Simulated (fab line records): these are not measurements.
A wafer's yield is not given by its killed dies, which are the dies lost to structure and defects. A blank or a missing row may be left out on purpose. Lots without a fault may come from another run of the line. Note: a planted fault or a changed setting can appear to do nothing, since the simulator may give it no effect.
Chamber matching / flow nandHarc / NHARC_A_CONTACT_DEP_29 on pecvd-04: 3 sister chambers
The step deposits SiON, target thk 100 nm. 18 wafers are shown with their chamber, then 9 later ones without.

== WAFERS WITH THEIR CHAMBER ==
wafer=L075.1; chamber=0; rfFwdPowerW (W)=348.7; heaterPowerW (W)=744
wafer=L075.2; chamber=1; rfFwdPowerW (W)=347.4; heaterPowerW (W)=644
wafer=L075.5; chamber=1; rfFwdPowerW (W)=350.1; heaterPowerW (W)=652
wafer=L076.1; chamber=2; rfFwdPowerW (W)=350.0; heaterPowerW (W)=654
wafer=L076.2; chamber=1; rfFwdPowerW (W)=349.0; heaterPowerW (W)=619
wafer=L076.4; chamber=1; rfFwdPowerW (W)=349.5; heaterPowerW (W)=641
wafer=L079.1; chamber=1; rfFwdPowerW (W)=346.8; heaterPowerW (W)=756
wafer=L079.2; chamber=2; rfFwdPowerW (W)=347.4; heaterPowerW (W)=648
wafer=L079.4; chamber=2; rfFwdPowerW (W)=350.6; heaterPowerW (W)=667
wafer=L083.2; chamber=1; rfFwdPowerW (W)=348.5; heaterPowerW (W)=765
wafer=L083.3; chamber=0; rfFwdPowerW (W)=346.6; heaterPowerW (W)=730
wafer=L083.5; chamber=0; rfFwdPowerW (W)=348.4; heaterPowerW (W)=724
wafer=L082.4; chamber=2; rfFwdPowerW (W)=348.3; heaterPowerW (W)=778
wafer=L082.5; chamber=0; rfFwdPowerW (W)=346.7; heaterPowerW (W)=706
wafer=L082.6; chamber=1; rfFwdPowerW (W)=348.7; heaterPowerW (W)=748
wafer=L092.2; chamber=1; rfFwdPowerW (W)=348.5; heaterPowerW (W)=642
wafer=L092.3; chamber=0; rfFwdPowerW (W)=348.8; heaterPowerW (W)=659
wafer=L092.5; chamber=1; rfFwdPowerW (W)=349.4; heaterPowerW (W)=634

SIGNATURES (means of the wafers above)
reading=rfFwdPowerW; chamber 0=347.840; chamber 1=348.656; chamber 2=349.075; scatter within a chamber=1.15
reading=heaterPowerW; chamber 0=712.60; chamber 1=677.89; chamber 2=686.75; scatter within a chamber=54.2
Rule: a wafer's distance from a chamber is the root of the sum, over the readings, of the square of ((its reading less the chamber's mean) divided by the reading's scatter). The wafer belongs to the nearest chamber; if the next one is less than 2 further off, it can't be placed. How the scatter is found: for the shown wafers, subtract from each reading the mean of its chamber, square and add these, divide the total by (wafers less chambers), then take the root.

== WAFERS WHOSE CHAMBER IS MISSING ==
wafer=L093.2; rfFwdPowerW (W)=349.3; heaterPowerW (W)=768
wafer=L093.3; rfFwdPowerW (W)=348.4; heaterPowerW (W)=751
wafer=L093.6; rfFwdPowerW (W)=348.8; heaterPowerW (W)=758
wafer=L094.1; rfFwdPowerW (W)=348.6; heaterPowerW (W)=730
wafer=L094.3; rfFwdPowerW (W)=349.1; heaterPowerW (W)=732
wafer=L094.4; rfFwdPowerW (W)=348.4; heaterPowerW (W)=732
wafer=L095.2; rfFwdPowerW (W)=347.3; heaterPowerW (W)=662
wafer=L095.4; rfFwdPowerW (W)=349.4; heaterPowerW (W)=664
wafer=L095.5; rfFwdPowerW (W)=349.0; heaterPowerW (W)=712

== CHAMBER TAKEN BY EACH ==
wafer=L093.2; from the rows above=can't be placed: 2 or 0 or 1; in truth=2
wafer=L093.3; from the rows above=can't be placed: 0 or 2 or 1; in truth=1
wafer=L093.6; from the rows above=can't be placed: 0 or 2 or 1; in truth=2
wafer=L094.1; from the rows above=can't be placed: 0 or 2 or 1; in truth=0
wafer=L094.3; from the rows above=can't be placed: 2 or 1 or 0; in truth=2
wafer=L094.4; from the rows above=can't be placed: 0 or 2 or 1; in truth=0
wafer=L095.2; from the rows above=can't be placed: 0 or 1 or 2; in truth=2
wafer=L095.4; from the rows above=can't be placed: 2 or 1 or 0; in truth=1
wafer=L095.5; from the rows above=can't be placed: 2 or 1 or 0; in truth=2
0 of 9 placed correctly. From these rows, 9 cannot be placed; in 9 the true chamber is one of the candidates. 0 placed wrongly.
